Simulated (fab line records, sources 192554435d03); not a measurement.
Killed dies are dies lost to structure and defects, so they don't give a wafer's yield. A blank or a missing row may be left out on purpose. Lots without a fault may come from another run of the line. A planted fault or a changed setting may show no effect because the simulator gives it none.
Split-lot experiment | flow n5_finfet | 7 lots, 39 wafers read, on a route of 1938 steps

THE SPLIT
At N5_MOL_CONTACT_COAG_ETCH_110 (etches Si in CF4/O2, target depth 2.5 nm, time 8 s), the setting source_w was moved away from the recipe's 200 W on 12 of the 39 wafers read, by -18.9% to +15.9%. The other wafers ran this setting at the recipe's value.

The reading is taken at the split's own step.

THE READING
etch.depth_nm (the simulator's own value, which no gauge read), in nm, at N5_MOL_CONTACT_COAG_ETCH_110 (etches Si in CF4/O2, target depth 2.5 nm, time 8 s). The file gives no usual value for it. The 27 wafers here that ran the recipe average 2.507 nm, standard deviation 0.06 nm.

wafer  | tool, chamber at the split | source_w as run, W | against the recipe | etch.depth_nm, nm | against lot-mates on the recipe
L075.1 | rie_diel-03, 3             | 200                | recipe             | 2.555             | -
L075.2 | rie_diel-03, 2             | 200                | recipe             | 2.529             | -
L075.3 | rie_diel-03, 1             | 231.9              | +15.9%             | 2.931             | +0.413
L075.4 | rie_diel-03, 0             | 200                | recipe             | 2.471             | -
L075.5 | rie_diel-03, 2             | 231.9              | +15.9%             | 2.895             | +0.377
L075.6 | rie_diel-03, 3             | 231.9              | +15.9%             | 2.882             | +0.364
L079.1 | rie_diel-03, 3             | 200                | recipe             | 2.572             | -
L079.2 | rie_diel-03, 1             | 182.3              | -8.8%              | 2.383             | -0.156
L079.3 | rie_diel-03, 2             | 182.3              | -8.8%              | 2.384             | -0.155
L079.4 | rie_diel-03, 0             | 200                | recipe             | 2.477             | -
L079.5 | rie_diel-03, 1             | 182.3              | -8.8%              | 2.379             | -0.160
L079.6 | rie_diel-03, 2             | 200                | recipe             | 2.568             | -
L083.1 | rie_diel-03, 3             | 200                | recipe             | 2.581             | -
L083.2 | rie_diel-03, 2             | 200                | recipe             | 2.575             | -
L083.3 | rie_diel-03, 1             | 200                | recipe             | 2.57              | -
L084.1 | rie_diel-06, 1             | 200                | recipe             | 2.514             | -
L084.2 | rie_diel-06, 2             | 200                | recipe             | 2.436             | -
L084.3 | rie_diel-06, 0             | 162.2              | -18.9%             | 2.075             | -0.409
L084.4 | rie_diel-06, 2             | 162.2              | -18.9%             | 2.033             | -0.451
L084.5 | rie_diel-06, 0             | 162.2              | -18.9%             | 2.093             | -0.391
L084.6 | rie_diel-06, 1             | 200                | recipe             | 2.501             | -
L092.1 | rie_diel-03, 1             | 200                | recipe             | 2.571             | -
L092.2 | rie_diel-03, 0             | 200                | recipe             | 2.436             | -
L092.3 | rie_diel-03, 2             | 200                | recipe             | 2.56              | -
L092.4 | rie_diel-03, 3             | 200                | recipe             | 2.57              | -
L092.5 | rie_diel-03, 3             | 200                | recipe             | 2.566             | -
L092.6 | rie_diel-03, 0             | 200                | recipe             | 2.481             | -
L093.1 | rie_diel-01, 0             | 200                | recipe             | 2.405             | -
L093.2 | rie_diel-01, 1             | 183.7              | -8.2%              | 2.291             | -0.199
L093.3 | rie_diel-01, 2             | 200                | recipe             | 2.586             | -
L093.4 | rie_diel-01, 2             | 183.7              | -8.2%              | 2.411             | -0.079
L093.5 | rie_diel-01, 1             | 200                | recipe             | 2.48              | -
L093.6 | rie_diel-01, 0             | 183.7              | -8.2%              | 2.24              | -0.250
L094.1 | rie_diel-06, 3             | 200                | recipe             | 2.398             | -
L094.2 | rie_diel-06, 1             | 200                | recipe             | 2.446             | -
L094.3 | rie_diel-06, 0             | 200                | recipe             | 2.473             | -
L094.4 | rie_diel-06, 3             | 200                | recipe             | 2.426             | -
L094.5 | rie_diel-06, 0             | 200                | recipe             | 2.483             | -
L094.6 | rie_diel-06, 1             | 200                | recipe             | 2.459             | -

THE FIT
A straight line over all 39 wafers: etch.depth_nm changes by +0.0231 nm for each +1% of source_w; r = +0.95; the points scatter about the line by 0.06 nm.
The same after taking each lot's own level away (the mean of its wafers on the recipe; 39 wafers): +0.0224 nm for each +1%; r = +0.97; scatter 0.045 nm.
On that fit, the largest move of source_w shifts the reading by 0.42 nm.
The lots' own levels span 2.4475 to 2.5753 nm, that is 2.1 times the standard deviation above.
So the lot-to-lot level changes the slope little: the two slopes agree.
Check: with one of the wafers moved furthest among these (-18.9%) left out of the fit, the line predicts -0.419 nm for it against its lot-mates. It came out at -0.409 nm against them.

OTHER SPLITS ON THESE WAFERS
These wafers also went through other splits before the reading. Each is held against what the fit with the lots' levels taken away leaves over:
other split on the same wafers       | wafers away from the commonest value | r with etch.depth_nm (lot level and that fit taken away)
N5_FIN_CUT_CUT_ETCH_15 time_s        | 12                                   | -0.17
N5_DUMMY_GATE_ETCH_31 target_depth_a | 12                                   | +0.07
N5_DUMMY_GATE_ETCH_42 bias_w         | 18                                   | -0.13
N5_HKMG_FIN_EXPOSE_09 dose_mj        | 15                                   | +0.01

THE FILE'S OWN FIT
etch.depth_nm changes by +0.0223 nm for each +1% of source_w, r = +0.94.
